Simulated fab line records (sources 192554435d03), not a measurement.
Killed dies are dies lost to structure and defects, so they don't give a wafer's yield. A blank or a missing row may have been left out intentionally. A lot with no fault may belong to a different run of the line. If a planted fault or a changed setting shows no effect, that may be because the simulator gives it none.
A struck lot beside a sound one ; flow n5 finfet ; 18 steps out of a route of 1938
Sound: the wafers L239.2, L239.3, L239.5. Wafers L241.1, L241.3, L241.5 were the ones struck. Last of all comes the cause.
For every step that has rows: the tool of each side, followed by ch and its chambers, followed by its first start. Under that, the readings that differ: sound wafers ; struck wafers ; difference of the means ; sigmas: that difference in standard deviations of wafers without a fault.
alike: readings with means less than 2 such deviations apart, plus words and numbers identical on both sides. not compared: withheld readings, readings lacking a value on some wafer, bounds such as >300 that could conceal the same value, and numbers that have no deviation in the record and whose values overlap.
Wherever a step has rows on one side only, a row that says differs or no value, or a row with sigmas, the two part there. Numbers that don't overlap but have no deviation are shown without sigmas and don't part them. Lack of a reading on every wafer of one side parts them only where that side has two or more wafers.

first, 7 steps without rows for these wafers: N5_BEOL_M4_COAT_76 (time 60 s, resist thk 5 nm); N5_BEOL_M4_COAT_22 (resist thk 30 nm); N5_BEOL_M4_EBR_24; N5_BEOL_M4_SOFTBAKE_23 (time 60 s); N5_BEOL_M4_EXPOSE_25 (exposes mask V3, defocus 5 nm); N5_BEOL_M4_PEB_26 (peb time 60 s); N5_BEOL_M4_DEVELOP_27 (develop time 30 s).
N5_BEOL_M4_CD_MEAS_28: target cd 26.2 nm, target cd y 24.1 nm.
  sound on cd sem-01 ch 0, day 10 22:46; struck on cd sem-02 ch 0, day 11 14:40
  alike: cd nm
N5_BEOL_M4_OVL_MEAS_29:
  sound on overlay-02 ch 0, day 10 22:49; struck on overlay-02 ch 0, day 11 14:42
  alike: V3_OVL
N5_BEOL_M4_INSPECT_30: inspects for defects (brightfield).
  sound: defect inspect-02 at day 10 22:52; struck: defect inspect-02 at day 11 14:46
  alike: raw defect count
N5_BEOL_M4_DESCUM_33: chemistry O2, time 7 s.
  sound on rie diel-02 ch 0,1,3, day 10 23:11; struck on rie diel-06 ch 0,3, day 11 14:47
  alike: chamber pressure mTorr, drypump motor current A, o2 flow sccm, oes product au, rf vpp V, showerhead plenum p Torr, temp c, throttle valve pct
  not compared: rf hours counter h
N5_BEOL_M4_ETCH_77: etches underlayer in N2/H2, target depth 6.5 nm, time 5.2 s.
  sound on rie diel-02 ch 0,1,3, day 10 23:13; struck on rie diel-06 ch 0,3, day 11 14:50
  alike: bias w, chamber pressure mTorr, drypump motor current A, etch rf on time s, oes product au, rf vpp V, showerhead plenum p Torr, throttle valve pct
  not compared: rf hours counter h
N5_BEOL_M4_ETCH_69: etches SiARC in CF4, target depth 15.6 nm, time 26 s.
  sound on rie diel-02 ch 0,1,3, day 10 23:14; struck on rie diel-06 ch 0,3, day 11 14:50
  no value came back on the struck wafers for any of 9 readings (bias w (W), cf4 flow sccm (sccm) and others); on the sound wafers bias w (W) reads 36.04 35.97 36.13
reading;sound;struck;difference;sigmas
model.CAR-EUV_of_BEOL_M4_COAT_22.thk nm (nm);11 11 10.8;20.4 20.4 20.4;+9.5;
  not compared: rf hours counter h
N5_BEOL_M4_ALD_98: deposits SiO2, target thk 2.5 nm, pulse time 1 s, co reactant pulse time 1 s.
  sound on ald sin-03 ch 0,3, day 10 23:34; struck on ald sin-03 ch 0,1,2, day 11 15:23
  alike: chamber pressure Torr, heater power w, precursor pulse height rel
N5_BEOL_M4_ETCHBACK_99: etches SiO2 in CHF3, target depth 5 nm, time 10.4 s.
  sound on rie diel-02 ch 0,3, day 11 01:04; struck on rie diel-04 ch 1,3, day 11 17:18
reading;sound;struck;difference;sigmas
oes product au (a.u.);0.82 0.84 0.82;0.27 0.31 0.26;-0.55;-6
model.CAR-EUV_of_BEOL_M4_COAT_22.thk nm (nm);10.2 10.2 10.2;19.6 19.8 19.6;+9.5;
  alike: chamber pressure mTorr, drypump motor current A, rf vpp V, showerhead plenum p Torr, throttle valve pct
  not compared: rf hours counter h
N5_BEOL_M4_ETCH_70: etches SOC in N2/H2, target depth 80 nm, overetch 24 nm, time 130 s.
  sound on rie diel-02 ch 0,3, day 11 01:06; struck on rie diel-04 ch 1,3, day 11 17:20
reading;sound;struck;difference;sigmas
oes product au (a.u.);0.61 0.61 0.60;0.26 0.31 0.27;-0.33;-5
  alike: bias w, chamber pressure mTorr, drypump motor current A, rf vpp V, showerhead plenum p Torr, temp c, throttle valve pct
  not compared: rf hours counter h
N5_BEOL_M4_RC_MEAS_101:
  the record has rows for the sound wafers here (prober-02 ch 0, day 11 05:35) and none for the struck ones
next, for these wafers, 1 step has no rows: N5_PASSIVATION_PROBE_49.

== WHERE THEY PART ==
Earliest at N5_BEOL_M4_ETCH_69; latest, in this record, at N5_BEOL_M4_RC_MEAS_101.

WHY: what the simulator had put in
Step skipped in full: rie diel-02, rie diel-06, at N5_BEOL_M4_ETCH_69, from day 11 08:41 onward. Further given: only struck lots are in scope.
